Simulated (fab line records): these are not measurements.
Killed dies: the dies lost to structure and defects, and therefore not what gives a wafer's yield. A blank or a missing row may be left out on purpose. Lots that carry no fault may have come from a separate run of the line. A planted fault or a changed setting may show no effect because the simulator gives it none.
Shared-tool check || flow nand-harc || 6 wafers sampled across 2 lots

== WHAT PROMPTED THE OPENING ==
Flagged at NHARC_END_SORT_01: reading killed-at-periphery, on 2 of 2 lots. Wafers without a fault read 4.2, standard deviation 2.8.
Rule: a lot gets a flag if all its wafers with a number sit over 4 standard deviations from that mean, or if no wafer of it has a number. The other lots count as sound.

{"lot": "L665", "measured": "day 33 19:40", "on": "prober-01", "killed-at-periphery, wafer by wafer": "653 649 644", "flag": "FLAGGED"}
{"lot": "L666", "measured": "day 35 08:51", "on": "prober-02", "killed-at-periphery, wafer by wafer": "570 600 608", "flag": "FLAGGED"}
Flagged lots average 620.7: +616.5 relative to the usual, that is +99 or more standard deviations.

== WHICH TOOL RAN EACH LOT ==
The record holds 3 process steps before the reading, out of a route of 1302 steps. In each cell: the tool, then ch and the chambers that the sampled wafers went through, then the start.
{"lot": "L665", "flag": "FLAGGED", "NHARC_P_CONTACT_ETCH_18": "rie-diel-11 ch 1,2, day 14 22:01", "NHARC_P_CONTACT_ETCH_31": "rie-diel-11 ch 2,3, day 14 22:25 or earlier", "NHARC_P_CONTACT_PVD_32": "pvd-sputter-02, day 33 19:40 or earlier"}
{"lot": "L666", "flag": "FLAGGED", "NHARC_P_CONTACT_ETCH_18": "rie-diel-11 ch 0,1,3, day 15 13:41", "NHARC_P_CONTACT_ETCH_31": "rie-diel-11 ch 0,1,2, day 15 14:05 or earlier", "NHARC_P_CONTACT_PVD_32": "pvd-sputter-02, day 35 08:51 or earlier"}
What is done by these steps:
- NHARC_P_CONTACT_ETCH_18: etches the open film in C4F8/O2/Ar, target depth 481 nm, time 240.5 s.
- NHARC_P_CONTACT_ETCH_31: etches the open film in CH3F/O2, target depth 30 nm, time 85.7 s.
- NHARC_P_CONTACT_PVD_32: deposits Ti, target thk 5 nm, time 17.7 s.
- NHARC_END_SORT_01

== FLAGGED OVER TOTAL, TOOL BY TOOL (the gauges that took the reading come last) ==
{"step": "NHARC_P_CONTACT_ETCH_18", "tool": "rie-diel-11", "lots run": 2, "flagged": 2, "share of the flagged lots": "all", "sound lots run after its first flagged lot": 0}
{"step": "NHARC_P_CONTACT_ETCH_31", "tool": "rie-diel-11", "lots run": 2, "flagged": 2, "share of the flagged lots": "all", "sound lots run after its first flagged lot": 0}
{"step": "NHARC_P_CONTACT_PVD_32", "tool": "pvd-sputter-02", "lots run": 2, "flagged": 2, "share of the flagged lots": "all", "sound lots run after its first flagged lot": 0}
{"step": "NHARC_END_SORT_01", "tool": "prober-01", "lots run": 1, "flagged": 1, "share of the flagged lots": "some", "sound lots run after its first flagged lot": 0}
{"step": "NHARC_END_SORT_01", "tool": "prober-02", "lots run": 1, "flagged": 1, "share of the flagged lots": "some", "sound lots run after its first flagged lot": 0}
Because NHARC_P_CONTACT_ETCH_31 lacks a start for some lots, the hours and order of its lots are taken from NHARC_P_CONTACT_CD_MEAS_19. Because NHARC_P_CONTACT_PVD_32 lacks a start for some lots, the hours and order of its lots are taken from NHARC_END_SORT_01.

== THE TABLE: WHAT IT ALLOWS ==
3 rows of the table ran every flagged lot: rie-diel-11 at NHARC_P_CONTACT_ETCH_18, rie-diel-11 at NHARC_P_CONTACT_ETCH_31, pvd-sputter-02 at NHARC_P_CONTACT_PVD_32.
- rie-diel-11 at NHARC_P_CONTACT_ETCH_18: 2 of its 2 lots flagged. The start can't be narrowed down: in this sample, it ran no sound lot prior to its first flagged lot.
- rie-diel-11 at NHARC_P_CONTACT_ETCH_31: 2 of its 2 lots flagged. The start can't be narrowed down: in this sample, it ran no sound lot prior to its first flagged lot.
- pvd-sputter-02 at NHARC_P_CONTACT_PVD_32: 2 of its 2 lots flagged. The start can't be narrowed down: in this sample, it ran no sound lot prior to its first flagged lot.
Counting lots can't tell these 2 tools apart, because each fits a fault that began at some hour. More lots, or a look at what each step does to the wafer, might.

== WHAT THE SIMULATOR PUT IN ==
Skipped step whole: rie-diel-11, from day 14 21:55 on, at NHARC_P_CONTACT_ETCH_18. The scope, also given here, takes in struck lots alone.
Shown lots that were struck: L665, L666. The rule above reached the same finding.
